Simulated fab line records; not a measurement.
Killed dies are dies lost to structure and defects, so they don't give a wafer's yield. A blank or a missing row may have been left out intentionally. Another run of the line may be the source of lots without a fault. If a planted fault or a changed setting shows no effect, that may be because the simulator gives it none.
Chamber matching :: flow n5-finfet :: N5_DUMMY_GATE_CMP_04 on cmp-03: 4 sister chambers
The step polishes a-Si. 4 wafers are shown with their chamber, then 10 later ones without.

WAFERS PAIRED WITH THEIR CHAMBERS
wafer: L088.1
chamber: 1
motor-current-A (A): 11.8

wafer: L088.3
chamber: 2
motor-current-A (A): 10.5

wafer: L089.2
chamber: 0
motor-current-A (A): 9.4

wafer: L089.3
chamber: 3
motor-current-A (A): 9.5

WAFERS WHOSE CHAMBER IS MISSING
wafer: L089.6
motor-current-A (A): 9.9

wafer: L092.2
motor-current-A (A): 9.8

wafer: L092.4
motor-current-A (A): 11.6

wafer: L092.6
motor-current-A (A): 9.1

wafer: L094.2
motor-current-A (A): 11.7

wafer: L094.3
motor-current-A (A): 9.8

wafer: L094.5
motor-current-A (A): 9.8

wafer: L096.1
motor-current-A (A): 10.8

wafer: L096.3
motor-current-A (A): 10.4

wafer: L096.5
motor-current-A (A): 9.9

CHAMBER TAKEN BY EACH
wafer: L089.6
from the rows above: can't be placed: 3 or 0 or 2
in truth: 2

wafer: L092.2
from the rows above: can't be placed: 3 or 0 or 2
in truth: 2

wafer: L092.4
from the rows above: 1
in truth: 1

wafer: L092.6
from the rows above: can't be placed: 0 or 3
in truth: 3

wafer: L094.2
from the rows above: 1
in truth: 1

wafer: L094.3
from the rows above: can't be placed: 3 or 0 or 2
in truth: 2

wafer: L094.5
from the rows above: can't be placed: 3 or 0 or 2
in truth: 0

wafer: L096.1
from the rows above: 2
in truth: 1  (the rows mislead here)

wafer: L096.3
from the rows above: 2
in truth: 2

wafer: L096.5
from the rows above: can't be placed: 3 or 0 or 2
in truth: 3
Correctly placed: 3 of 10. Not placeable from these rows: 6 (in 6, the candidates include the true chamber). Number placed wrongly: 1.
How it was worked out, from the rows above alone: a wafer's distance from a chamber is the root of the sum, over the readings, of the square of ((its reading less the chamber's mean) divided by the reading's scatter). If the next closest chamber is less than 2 further off than the closest, the wafer can't be placed; otherwise it belongs to the closest. The mean given for a chamber averages the wafers shown for that chamber. The scatter (one wafer shown for each chamber): square how far every hidden wafer sits from the nearest shown wafer, average those squares and take the square root.
